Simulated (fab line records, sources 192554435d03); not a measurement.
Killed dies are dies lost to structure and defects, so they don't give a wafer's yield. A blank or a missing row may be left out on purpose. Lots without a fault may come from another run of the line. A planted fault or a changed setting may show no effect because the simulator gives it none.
fab line records | flow n5_finfet
record lots=7 wafers=39
route steps=1938 shown PMOS_HMC_CHANNEL_EPI@68 SD_EPI_N@279 HKMG_FIN@419 MOL_CONTACT_COAG@535 BEOL_M1@753 BEOL_M2@901 BEOL_M4@1070 BEOL_M8@1368 BEOL_M9@1440
start_h: hours from the record's first day to the start of the lot's first wafer shown | wait_h: hours since the lot's step before | " the same as in the row above | L1.1+2: a row that stands for several wafers | - no value, or no start given | * or withheld: withheld | < > ~ a bound
route shown NAME@n: a module of which the file shows steps, and the number in the route of the first | usual: mean/standard deviation of fault-free wafers | same: alike in all rows | chamber/n: place in a boat | sites: the reading at each site | _std_site: their standard deviation | _edge_site: outer sites' mean less inner sites' | radius_mm: how far each site lies from the wafer's centre | mask NAME#n: copy n | behind: the tool/chamber that last shaped the wafer | hold: why the lot was held/for how many hours/how that ended | device: the transistor (n, p or np) that didn't switch | end of line: the same wafers' tests at the end of the route | a step without rows: its recipe alone | killed: dies lost to structure and defects at the first sort, not the wafer's yield | map: a wafer's dies, x killed, . not, _ none there
set.NAME: the setting as run; set.NAME@STEP: as run at that earlier step | model.NAME: the simulator's own value behind a step, which no gauge read
lots whose settings were changed on purpose; a table a step, a row a wafer
## steps
# step N5_PMOS_HMC_CHANNEL_EPI_DESCUM_14
# recipe chemistry=O2 time_s=7.9 source_power_w=50 bias_power_w=20 pressure_mtorr=20 rf_frequency_hz=2.712e+07 temp_c=40 resist=CAR-ArF-block o2_flow_sccm=225
# columns lot.wafer tool chamber start_h wait_h set.time_s model.CAR-ArF-block_of_PMOS_HMC_CHANNEL_EPI_COAT_03.thk_nm
L075.1 rie_diel-03 3 23.33 0.0 7.9 199.1
L075.2+5 " 0,3 " " 5.707 200.7
L075.3 " 2 " " 7.9 199.6
L075.4 " 1 " " 7.9 199.4
L075.6 " 2 " " 5.707 201
L076.1 rie_diel-01 2 29.64 0.0 7.9 198.6
L076.2 " 3 " " 7.9 197.8
L076.3 " 1 " " 7.9 198.4
L076.4+6 " 0,1 " " 7.9 198.5
L076.5 " 0 " " 7.9 198.8
L077.1 rie_diel-01 3 35.29 0.0 7.9 198.6
L077.2 " 2 " " 7.9 199.9
L077.3 " 0 " " 11.81 196.3
L077.4 " 1 " " 7.9 198.5
L077.5+6 " 0,3 " " 11.81 196.7
L082.1 rie_diel-03 2 65.42 0.0 4.35 200.3
L082.2 " 0 " " 4.35 200.8
L082.3 " 3 " " 7.9 198.5
L082.4 " 1 " " 7.9 198.2
L082.5 " 1 " " 4.35 199.9
L082.6 " 0 " " 7.9 198.6
L083.1 rie_diel-03 3 71.78 0.0 4.883 200
L083.2 " 1 " " 7.9 198.1
L083.3 " 2 " " 4.883 199.3
L083.4 " 0 " " 7.9 198.4
L083.5 " 0 " " 7.9 198.8
L083.6 " 3 " " 4.883 199.6
L088.2 rie_diel-01 3 101.00 0.0 7.9 199
L088.5 " 0 " " 7.9 198.2
L088.6 " 3 " " 7.9 197.9
L089.1 rie_diel-04 1 107.39 0.1 10.55 196.7
L089.2 " 3 " " 10.55 196.9
L089.3 " 1 " " 7.9 198.4
L089.4 " 3 " " 10.55 196.6
L089.5 " 3 " " 7.9 198.1
L089.6 " 1 " " 7.9 198.2
# step N5_SD_EPI_N_ETCH_16
# recipe chemistry=CHF3/O2 target=SiO2 target_depth_a=50 mask_material=SOC pressure_mtorr=30 source_w=650 bias_w=170 Ar_flow_sccm=200 CHF3_flow_sccm=50 O2_flow_sccm=5 ion_energy_ev=200
# columns lot.wafer tool chamber start_h wait_h set.target_depth_a model.etch.depth_nm
L075.1 rie_diel-05 0 59.64 0.1 70.53 7.028
L075.2 " 3 " " 70.53 7.02
L075.3 " 2 " " 50 4.851
L075.4 " 1 " " 70.53 6.76
L075.5 " 1 " " 50 4.765
L075.6 " 2 " " 50 4.909
L076.1 rie_diel-06 1 69.39 0.1 34.42 3.513
L076.2 " 2 " " 50 4.844
L076.3 " 0 " " 50 4.878
L076.4 " 0 " " 34.42 3.383
L076.5 " 1 " " 34.42 3.554
L076.6 " 2 " " 50 4.798
L077.1 rie_diel-05 1 74.64 0.1 65.53 6.257
L077.2 " 3 " " 65.53 6.481
L077.3 " 2 " " 50 4.877
L077.4 " 0 " " 50 4.942
L077.5 " 0 " " 65.53 6.539
L077.6 " 3 " " 50 4.917
L082.1 rie_diel-06 0 96.44 0.1 39.91 3.867
L082.2 " 3 " " 39.91 3.955
L082.3 " 1 " " 50 5.176
L082.4 " 2 " " 39.91 3.858
L082.5 " 0 " " 50 4.858
L082.6 " 3 " " 50 4.955
L083.1 rie_diel-05 0 104.99 0.1 61.34 6.078
L083.2 " 3 " " 61.34 6.121
L083.3 " 1 " " 50 4.681
L083.4 " 2 " " 50 4.894
L083.5 " 2 " " 50 4.889
L083.6 " 1 " " 61.34 5.818
L088.2 rie_diel-06 3 135.47 0.1 50 4.931
L088.5+6 " 3,0 " " 50 4.905
L089.1 rie_diel-02 2 140.68 0.1 50 5.052
L089.2 " 3 " " 50 4.821
L089.3 " 0 " " 67.21 6.61
L089.4 " 1 " " 67.21 6.76
L089.5 " 3 " " 67.21 6.458
L089.6 " 0 " " 50 4.945
# step N5_HKMG_FIN_ALD_36
# recipe material=TiN target_thk_a=10 temp_c=400 ald_precursor_family=TiCl4 ald_co_reactant=NH3 pulse_time_s=1 purge_time_s=3 co_reactant_purge_time_s=2 co_reactant_pulse_time_s=2 ald_cycles=47 pressure_torr=3
# columns lot.wafer tool chamber start_h wait_h set.ald_cycles model.TiN_of_HKMG_FIN_ALD_36.thk_nm
L075.1+3+6 ald_metal-02 3,2,3 84.89 0.0 56 1.2
L075.2+4+5 " 0,1,0 " " 47 1
L076.1+2+3+4+5+6 ald_metal-02 3,2,1,0,2,1 93.27 0.0 47 1
L077.1+3+6 ald_metal-02 3,2,1 100.36 0.0 64 1.4
L077.2+4+5 " 0,1,2 " " 47 1
L082.1+2+3+4+5+6 ald_metal-02 3,2,1,0,3,2 120.19 0.0 47 1
L083.1+2 ald_metal-01 0,3 128.81 0.0 60 1.2
L083.3+5+6 " 2,1,0 " " 47 1
L083.4 " 1 " " 60 1.4
L088.2+5+6 ald_metal-01 0,2,3 159.74 0.0 47 1
L089.1+2+3 ald_metal-03 0,1,3 164.62 0.0 72 1.6
L089.4+5+6 " 2,1,2 " " 47 1
# step N5_MOL_CONTACT_COAG_CONTACT_ETCH_14
# recipe chemistry=C4F6/O2 target=SiO2 target_depth_a=275 overetch_a=85 mask_material=SOC pressure_mtorr=30 source_w=370 bias_w=185 Ar_flow_sccm=300 C4F6_flow_sccm=16 O2_flow_sccm=10 time_s=20 ion_energy_ev=259.6
# columns lot.wafer tool chamber start_h wait_h set.time_s model.SOC_of_MOL_CONTACT_COAG_COAT_103.thk_nm
L075.1 rie_diel-05 3 98.70 0.0 20 78.6
L075.2 " 2 " " 20 79
L075.3 " 0 " " 20 78.8
L075.4 " 1 " " 28.58 78.4
L075.5+6 " 3,0 " " 28.58 78.2
L076.1+6 rie_diel-05 1 108.57 0.0 20 79
L076.2 " 0 " " 14.97 79.2
L076.3+5 " 3,2 " " 14.97 79
L076.4 " 2 " " 20 78.6
L077.1 rie_diel-02 3 114.05 0.0 8.211 79.6
L077.2 " 2 " " 8.211 79.2
L077.3+4 " 1,0 " " 20 78.6
L077.5 " 3 " " 20 78.4
L077.6 " 2 " " 8.211 79.4
L082.1+4 rie_diel-05 3,0 133.84 0.0 20 78.6
L082.2 " 2 " " 8.214 79.2
L082.3 " 1 " " 8.214 79.6
L082.5 " 0 " " 8.214 79.4
L082.6 " 3 " " 20 78.4
L083.1+2 rie_diel-06 1,0 142.25 0.0 26.27 77.8
L083.3 " 2 " " 26.27 78
L083.4+5 " 3,2 " " 20 78.2
L083.6 " 1 " " 20 78
L088.2+6 rie_diel-05 2,3 173.70 0.0 20 78.6
L088.5 " 2 " " 20 78.8
L089.1 rie_diel-05 2 179.20 0.0 16.76 78.4
L089.2+5 " 3 " " 16.76 78.6
L089.3+6 " 1,2 " " 20 78.6
L089.4 " 0 " " 20 78.8
# step N5_BEOL_M1_PECVD_72
# recipe material=SiO2 target_thk_a=160 temp_c=400 precursor=TEOS/O2 pressure_torr=5.5 rf_w=450 teos_flow_sccm=53.8 gas=O2 flow_sccm=3000 time_s=18
# columns lot.wafer tool chamber start_h wait_h set.time_s model.SiO2_of_BEOL_M1_PECVD_72.thk_nm
L075.1 pecvd-02 0 133.49 0.0 21.21 18.8
L075.2 " 2 " " 18 16
L075.3 " 1 " " 21.21 19.2
L075.4 " 1 " " 18 16.4
L075.5 " 0 " " 21.21 19
L075.6 " 2 " " 18 16.2
L076.1+3 pecvd-04 2,1 141.01 0.0 25.53 21.8
L076.2 " 0 " " 18 15.6
L076.4 " 0 " " 18 16
L076.5 " 2 " " 25.53 22
L076.6 " 1 " " 18 15.4
L077.1 pecvd-02 0 153.06 0.0 14.53 12.4
L077.2 " 2 " " 18 15.4
L077.3 " 1 " " 14.53 13
L077.4 " 1 " " 18 16.2
L077.5 " 0 " " 14.53 12.8
L077.6 " 2 " " 18 15.6
L082.1 pecvd-03 2 169.69 0.0 21.61 19.4
L082.2 " 1 " " 21.61 19.2
L082.3 " 0 " " 21.61 19
L082.4+6 " 1,2 " " 18 16.2
L082.5 " 0 " " 18 16.4
L083.1 pecvd-03 0 174.91 0.0 18 15.8
L083.2+3+4 " 1,2,0 " " 18 16
L083.5 " 1 " " 18 16.2
L083.6 " 2 " " 18 16.4
L088.2 pecvd-02 2 211.92 0.0 18 16
L088.5+6 " 1,2 " " 18 16.4
L089.1 pecvd-02 2 213.06 0.0 18 16
L089.2+4 " 1,2 " " 26.15 23.2
L089.3 " 1 " " 26.15 23.4
L089.5+6 " 1,2 " " 18 16.2
# step N5_BEOL_M2_ALD_84
# recipe material=TaN target_thk_a=* temp_c=275 ald_precursor_family=PDMAT ald_co_reactant=NH3 pressure_torr=3 carrier_flow_sccm=1500 pulse_time_s=2 purge_time_s=3 co_reactant_purge_time_s=2 co_reactant_pulse_time_s=3 ald_cycles=30 precursor_vessel_temp_c=75 precursor_vessel_pressure_torr=26.25 precursor_vessel_carrier_sccm=1000
# columns lot.wafer tool chamber start_h wait_h set.ald_cycles model.TaN_of_BEOL_M2_ALD_84.thk_nm
L075.1+2+6 ald_metal-01 1,0,2 166.48 0.0 21 *
L075.3+4+5 " 3,2,3 " " 30 *
L076.1+3 ald_metal-02 2,1 166.62 0.1 30 *
L076.2+5+6 " 3,0,1 " " 47 *
L076.4 " 0 " " 30 *
L077.1 ald_metal-03 1 174.09 0.0 30 *
L077.2+3+4 " 2,3,0 " " 13 *
L077.5+6 " 2,3 " " 30 *
L083.1+3+5 ald_metal-02 1,2,0 193.92 0.1 30 *
L083.2+4+6 " 3,0,3 " " 25 *
L082.1+3+4 ald_metal-02 0,3,2 197.76 0.0 40 *
L082.2 " 1 " " 30 *
L082.5+6 " 3,0 " " 30 *
L088.2+6 ald_metal-01 1 242.00 0.1 30 *
L088.5 " 2 " " 30 *
L089.1+3+4 ald_metal-02 1,2,3 247.97 0.0 30 *
L089.2+5+6 " 0,3,2 " " 21 *
# step N5_BEOL_M4_TRENCH_ETCH_37
# recipe chemistry=C4F6/O2 target_depth_a=555.55 target=SiOC time_s=29.2 ion_energy_ev=250 pressure_mtorr=30 source_w=355 bias_w=185 Ar_flow_sccm=300 C4F6_flow_sccm=10 O2_flow_sccm=10
# columns lot.wafer tool chamber start_h wait_h set.target_depth_a model.etch.depth_nm model.BEOL_M4.feature_depth_nm model.TiN_of_BEOL_M4_HM_DEP_02.thk_nm
L075.1 rie_diel-02 1 - - 555.55 55.61 55.6 17.4
L075.2 " 0 " " 555.55 54.16 54.2 18
L075.3 " 2 " " 805.1 80.13 80.2 17
L075.4 " 0 " " 805.1 78.45 78.4 16.8
L075.5 " 1 " " 555.55 54.96 55 17.8
L075.6 " 2 " " 805.1 80.41 80.4 16.8
L076.1 rie_diel-02 3 - - 798.5 80.01 80 16.4
L076.2 " 1 " " 555.55 54.77 54.8 17.2
L076.3 " 2 " " 555.55 55.55 55.6 17.6
L076.4 " 0 " " 555.55 54.21 54.2 17.4
L076.5 " 2 " " 798.5 80.02 80 16.6
L076.6 " 1 " " 798.5 79.21 79.2 16.6
L077.1 rie_diel-06 0 - - 406.9 39.93 40 18.4
L077.2 " 1 " " 555.55 56.86 56.8 18
L077.3 " 3 " " 555.55 54.27 54.2 17.6
L077.4 " 2 " " 406.9 42.66 42.6 18.2
L077.5 " 2 " " 406.9 42.43 42.4 18.2
L077.6 " 1 " " 555.55 57.41 57.4 17.8
L083.1 rie_diel-06 3 - - 555.55 54.52 54.6 17.2
L083.2 " 1 " " 555.55 55.79 55.8 17.6
L083.3 " 0 " " 555.55 54.38 54.4 17.6
L083.4 " 2 " " 555.55 57.64 57.6 17.8
L083.5 " 0 " " 555.55 53.55 53.6 17.8
L083.6 " 3 " " 555.55 54.68 54.6 17.6
L082.1 rie_diel-02 0 - - 727.2 69.92 70 17
L082.2 " 1 " " 727.2 72.46 72.4 17
L082.3 " 3 " " 555.55 56.21 56.2 17.8
L082.4 " 2 " " 555.55 55.56 55.6 17.4
L082.5 " 1 " " 727.2 72.17 72.2 17.2
L082.6 " 0 " " 555.55 53.88 53.8 17.4
L088.2 rie_diel-02 2 - - 555.55 55.92 56 17.6
L088.5 " 2 " " 555.55 56.17 56.2 17.4
L088.6 " 1 " " 555.55 54.9 54.8 17.6
L089.1 rie_diel-05 2 - - 555.55 54.01 54 18
L089.2 " 3 " " 555.55 55.77 55.8 17.8
L089.3 " 0 " " 555.55 54.92 55 17.8
L089.4 " 1 " " 555.55 52.87 52.8 17.8
L089.5 " 0 " " 555.55 54.8 54.8 17.8
L089.6 " 1 " " 555.55 52.92 53 17.8
# step N5_BEOL_M4_ETCH_41
# recipe chemistry=CH3F/O2 target=SiCN target_depth_a=299 taper_deg=2 time_s=52.5 ion_energy_ev=120 mask_material=TiN pressure_mtorr=30 source_w=395 bias_w=75 Ar_flow_sccm=150 CH3F_flow_sccm=30 O2_flow_sccm=20
# step N5_BEOL_M4_STRIP_97
# recipe chemistry=N2/H2 time_s=10 power_w=450 temp_c=40 pressure_mtorr=20 rf_frequency_hz=6e+07 bias_power_w=7 n2_flow_sccm=200 h2_flow_sccm=200
# step N5_BEOL_M4_OCD_MEAS_38
# usual trench_depth_nm=55.0/1.3
# columns lot.wafer tool chamber start_h wait_h set.target_depth_a@BEOL_M4_TRENCH_ETCH_37 trench_depth_nm
L075.1 ocd-02 - 191.82 - 555.55 55.8
L075.2 " - " " 555.55 54.2
L075.3 " - " " 805.1 79.9
L075.4 " - " " 805.1 78.9
L075.5 " - " " 555.55 54.8
L075.6 " - " " 805.1 80.3
L076.1 ocd-02 - 197.80 - 798.5 79.5
L076.2 " - " " 555.55 54.6
L076.3 " - " " 555.55 55.3
L076.4 " - " " 555.55 54.1
L076.5 " - " " 798.5 80.0
L076.6 " - " " 798.5 79.0
L077.1 ocd-01 - 202.60 - 406.9 -
L077.2 " - " " 555.55 -
L077.3 " - " " 555.55 54.3
L077.4 " - " " 406.9 43.2
L077.5 " - " " 406.9 42.8
L077.6 " - " " 555.55 -
L083.1 ocd-02 - 229.92 - 555.55 54.4
L083.2 " - " " 555.55 56.1
L083.3 " - " " 555.55 54.2
L083.4 " - " " 555.55 57.2
L083.5 " - " " 555.55 53.4
L083.6 " - " " 555.55 54.8
L082.1 ocd-02 - 238.51 - 727.2 70.5
L082.2 " - " " 727.2 -
L082.3 " - " " 555.55 -
L082.4 " - " " 555.55 55.1
L082.5 " - " " 727.2 -
L082.6 " - " " 555.55 54.0
L088.2 ocd-01 - 264.60 - 555.55 56.0
L088.5 " - " " 555.55 56.8
L088.6 " - " " 555.55 55.0
L089.1 ocd-02 - 286.70 - 555.55 54.0
L089.2 " - " " 555.55 56.1
L089.3 " - " " 555.55 54.8
L089.4 " - " " 555.55 52.8
L089.5 " - " " 555.55 54.8
L089.6 " - " " 555.55 53.3
# step N5_BEOL_M4_HM_STRIP_39
# recipe chemistry=peroxide_tin_strip material=TiN target_depth_a=250 temp_c=50 time_s=158
# step N5_BEOL_M4_SRD_40
# recipe time_s=30 temp_c=23 rinse_liquid=diw dry=ipa_marangoni
# step N5_BEOL_M4_ECD_50
# recipe material=Cu target_thk_a=3000
# step N5_BEOL_M4_ANNEAL_51
# recipe temp_c=225 time_s=90 ambient=N2
# step N5_BEOL_M4_CMP_52
# recipe stop_on=SiOC t_overpolish_s=6.8 down_force_psi=1 platen_rpm=50 clearing_platen_down_force_psi=1.5 clearing_platen_rpm=50 post_cmp_clean=cu_alkaline target_thk_nm=40 clearing_platen_pad_velocity_m_s=0.99484 pad_velocity_m_s=0.99484
# columns lot.wafer tool chamber start_h wait_h set.target_depth_a@BEOL_M4_TRENCH_ETCH_37 model.Cu_of_BEOL_M4_ECD_50.thk_nm
L075.3 cmp-02 2 195.75 0.2 805.1 65.2
L075.1 " 3 " " 555.55 38.6
L075.4 " 0 " " 805.1 62.6
L075.2 " 1 " " 555.55 36.6
L075.5 " 2 " " 555.55 40.2
L075.6 " 3 " " 805.1 63.8
L076.2 cmp-04 0 202.39 0.2 555.55 39
L076.4 " 1 " " 555.55 39.6
L076.1+6 " 2,1 " " 798.5 64.2
L076.3 " 3 " " 555.55 39.2
L076.5 " 0 " " 798.5 65
L077.3 cmp-02 2 206.39 0.2 555.55 40.4
L077.4 " 3 " " 406.9 25.4
L077.2 " 0 " " 555.55 42.4
L077.1 " 1 " " 406.9 22.4
L077.6 " 2 " " 555.55 41.8
L077.5 " 3 " " 406.9 24.4
L083.1 cmp-02 0 233.32 0.3 555.55 40
L083.3 " 1 " " 555.55 37
L083.2 " 2 " " 555.55 40.8
L083.4 " 3 " " 555.55 40.4
L083.6 " 0 " " 555.55 39.4
L083.5 " 1 " " 555.55 36.6
L082.4 cmp-04 0 242.04 0.1 555.55 41.2
L082.2 " 1 " " 727.2 59.2
L082.3 " 2 " " 555.55 41.6
L082.1 " 3 " " 727.2 52.8
L082.5 " 0 " " 727.2 57.4
L082.6 " 1 " " 555.55 40.8
L088.2 cmp-04 3 268.04 0.3 555.55 39
L088.5 " 0 " " 555.55 41.2
L088.6 " 1 " " 555.55 41.8
L089.1 cmp-02 1 290.33 0.3 555.55 37
L089.3 " 2 " " 555.55 39.6
L089.4+6 " 3,1 " " 555.55 35.2
L089.2 " 0 " " 555.55 39.8
L089.5 " 2 " " 555.55 40
# step N5_BEOL_M4_THK_MEAS_53
# recipe thk_meas_gauge=xrf reads=Cu_of_BEOL_M4_ECD_50
# usual M4_THK=39.6/1.8
# columns lot.wafer tool chamber start_h wait_h set.target_depth_a@BEOL_M4_TRENCH_ETCH_37 M4_THK[nm]
L075.1 film_metro-01 - 196.06 - 555.55 38.7
L075.2 " - " " 555.55 36.5
L075.3 " - " " 805.1 65.1
L075.4 " - " " 805.1 62.5
L075.5 " - " " 555.55 40.2
L075.6 " - " " 805.1 63.9
L076.1 film_metro-02 - 202.68 - 798.5 63.9
L076.2 " - " " 555.55 38.9
L076.3 " - " " 555.55 39.0
L076.4 " - " " 555.55 39.4
L076.5 " - " " 798.5 64.8
L076.6 " - " " 798.5 64.1
L077.1 film_metro-02 - 206.69 - 406.9 -
L077.2 " - " " 555.55 -
L077.3 " - " " 555.55 40.5
L077.4 " - " " 406.9 25.5
L077.5 " - " " 406.9 24.5
L077.6 " - " " 555.55 -
L083.1 film_metro-01 - 233.62 - 555.55 40.2
L083.2 " - " " 555.55 41.3
L083.3 " - " " 555.55 37.3
L083.4 " - " " 555.55 40.6
L083.5 " - " " 555.55 36.8
L083.6 " - " " 555.55 39.6
L082.1 film_metro-01 - 242.34 - 727.2 53.4
L082.2 " - " " 727.2 -
L082.3 " - " " 555.55 -
L082.4 " - " " 555.55 41.8
L082.5 " - " " 727.2 -
L082.6 " - " " 555.55 41.2
L088.2 film_metro-01 - 268.22 - 555.55 39.9
L088.5 " - " " 555.55 41.9
L088.6 " - " " 555.55 42.3
L089.1 film_metro-01 - 290.62 - 555.55 37.5
L089.2 " - " " 555.55 40.3
L089.3 " - " " 555.55 40.3
L089.4 " - " " 555.55 35.6
L089.5 " - " " 555.55 40.6
L089.6 " - " " 555.55 35.8
# step N5_BEOL_M8_DESCUM_33
# recipe chemistry=O2 time_s=7 source_power_w=50 bias_power_w=20 pressure_mtorr=20 rf_frequency_hz=2.712e+07 temp_c=40 resist=CAR-EUV o2_flow_sccm=225
# columns lot.wafer tool chamber start_h wait_h set.time_s model.CAR-EUV_of_BEOL_M8_COAT_22.thk_nm
L075.1+3 rie_diel-05 2,0 233.09 0.0 7 26
L075.2+4 " 0,2 " " 2.937 28
L075.5 " 0 " " 2.937 28.2
L075.6 " 2 " " 7 26.2
L076.1 rie_diel-05 0 235.27 0.0 10.51 24.2
L076.2+3+6 " 2,0,0 " " 7 26
L076.4+5 " 2 " " 10.51 24.4
L077.1+3 rie_diel-02 0,2 240.84 0.0 7 26
L077.2+5 " 1,0 " " 5.176 27
L077.4 " 3 " " 7 25.8
L077.6 " 3 " " 5.176 26.8
L083.1+2+5 rie_diel-06 3,1,3 271.22 0.0 10.26 24.4
L083.3+6 " 0,2 " " 7 26
L083.4 " 2 " " 7 26.2
L082.1+5+6 rie_diel-05 3,3,2 277.13 0.0 7 26
L082.2 " 1 " " 10.81 24.4
L082.3+4 " 2,0 " " 10.81 24.2
L088.2+6 rie_diel-02 2 301.59 0.1 7 26
L088.5 " 0 " " 7 26.2
L089.1+4+6 rie_diel-06 3,1,3 332.65 0.4 7 26.2
L089.2+3+5 " 2,0,2 " " 9.883 24.8
# step N5_BEOL_M9_ETCH_66
# recipe chemistry=N2/H2 target=SOC target_depth_a=800 overetch_a=160 mask_material=SiARC temp_c=40 time_s=120 ion_energy_ev=200 pressure_mtorr=30 source_w=840 bias_w=150 n2_flow_sccm=200 h2_flow_sccm=200
# columns lot.wafer tool chamber start_h wait_h set.target_depth_a model.SiARC_of_BEOL_M9_COAT_64.thk_nm
L075.1+3+6 rie_diel-04 1,0,0 240.80 0.0 800 6.2
L075.2 " 2 " " 800 6.8
L075.4+5 " 3,1 " " 800 6.4
L076.1 rie_diel-03 1 244.00 0.0 800 6.2
L076.2+6 " 0,2 " " 800 6.6
L076.3+4 " 3,2 " " 972.5 5.4
L076.5 " 1 " " 972.5 5.2
L077.1 rie_diel-01 1 251.23 0.0 975.9 5.8
L077.2+4 " 0 " " 975.9 5.2
L077.3+6 " 2 " " 800 6.4
L077.5 " 1 " " 800 6.8
L083.1+5 rie_diel-04 3,1 282.41 0.0 800 6.4
L083.2 " 2 " " 800 7
L083.3+4+6 " 1,0,0 " " 800 6.2
L082.1+6 rie_diel-04 0,1 286.07 0.0 800 6.2
L082.2 " 1 " " 955.2 5.4
L082.3+5 " 2 " " 955.2 6
L082.4 " 3 " " 800 6.4
L088.2+6 rie_diel-04 0 312.30 0.0 800 6.2
L088.5 " 3 " " 800 6.4
L089.1 rie_diel-04 3 340.97 0.0 1052 4.8
L089.2 " 0 " " 800 6.2
L089.3+6 " 2 " " 1052 5.4
L089.4+5 " 1,3 " " 800 6.4
## key
split step=N5_PMOS_HMC_CHANNEL_EPI_DESCUM_14 setting=time_s stated=7.9 by=wafer
response step=N5_PMOS_HMC_CHANNEL_EPI_DESCUM_14 reading=model.CAR-ArF-block_of_PMOS_HMC_CHANNEL_EPI_COAT_03.thk_nm change=-0.0436 per=1% r=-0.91
split step=N5_SD_EPI_N_ETCH_16 setting=target_depth_a stated=50 by=wafer
response step=N5_SD_EPI_N_ETCH_16 reading=model.etch.depth_nm change=+0.0492 per=1% r=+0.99
split step=N5_HKMG_FIN_ALD_36 setting=ald_cycles stated=47 by=wafer
response step=N5_HKMG_FIN_ALD_36 reading=model.TiN_of_HKMG_FIN_ALD_36.thk_nm change=+0.0109 per=1% r=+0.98
split step=N5_MOL_CONTACT_COAG_CONTACT_ETCH_14 setting=time_s stated=20 by=wafer
response step=N5_MOL_CONTACT_COAG_CONTACT_ETCH_14 reading=model.SOC_of_MOL_CONTACT_COAG_COAT_103.thk_nm change=-0.0128 per=1% r=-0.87
split step=N5_BEOL_M1_PECVD_72 setting=time_s stated=18 by=wafer
response step=N5_BEOL_M1_PECVD_72 reading=model.SiO2_of_BEOL_M1_PECVD_72.thk_nm change=+0.153 per=1% r=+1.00
split step=N5_BEOL_M2_ALD_84 setting=ald_cycles stated=30 by=wafer
response step=N5_BEOL_M2_ALD_84 reading=model.TaN_of_BEOL_M2_ALD_84.thk_nm change=* per=1% r=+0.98
split step=N5_BEOL_M4_TRENCH_ETCH_37 setting=target_depth_a stated=555.55 by=wafer
response step=N5_BEOL_M4_TRENCH_ETCH_37 reading=model.etch.depth_nm change=+0.552 per=1% r=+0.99
response step=N5_BEOL_M4_TRENCH_ETCH_37 reading=model.BEOL_M4.feature_depth_nm change=+0.552 per=1% r=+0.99
response step=N5_BEOL_M4_TRENCH_ETCH_37 reading=model.TiN_of_BEOL_M4_HM_DEP_02.thk_nm change=-0.0185 per=1% r=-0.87
response step=N5_BEOL_M4_OCD_MEAS_38 reading=trench_depth_nm change=+0.546 per=1% r=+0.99
response step=N5_BEOL_M4_CMP_52 reading=model.Cu_of_BEOL_M4_ECD_50.thk_nm change=+0.568 per=1% r=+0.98
response step=N5_BEOL_M4_THK_MEAS_53 reading=M4_THK change=+0.554 per=1% r=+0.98
split step=N5_BEOL_M8_DESCUM_33 setting=time_s stated=7 by=wafer
response step=N5_BEOL_M8_DESCUM_33 reading=model.CAR-EUV_of_BEOL_M8_COAT_22.thk_nm change=-0.034 per=1% r=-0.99
split step=N5_BEOL_M9_ETCH_66 setting=target_depth_a stated=800 by=wafer
response step=N5_BEOL_M9_ETCH_66 reading=model.SiARC_of_BEOL_M9_COAT_64.thk_nm change=-0.0406 per=1% r=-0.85
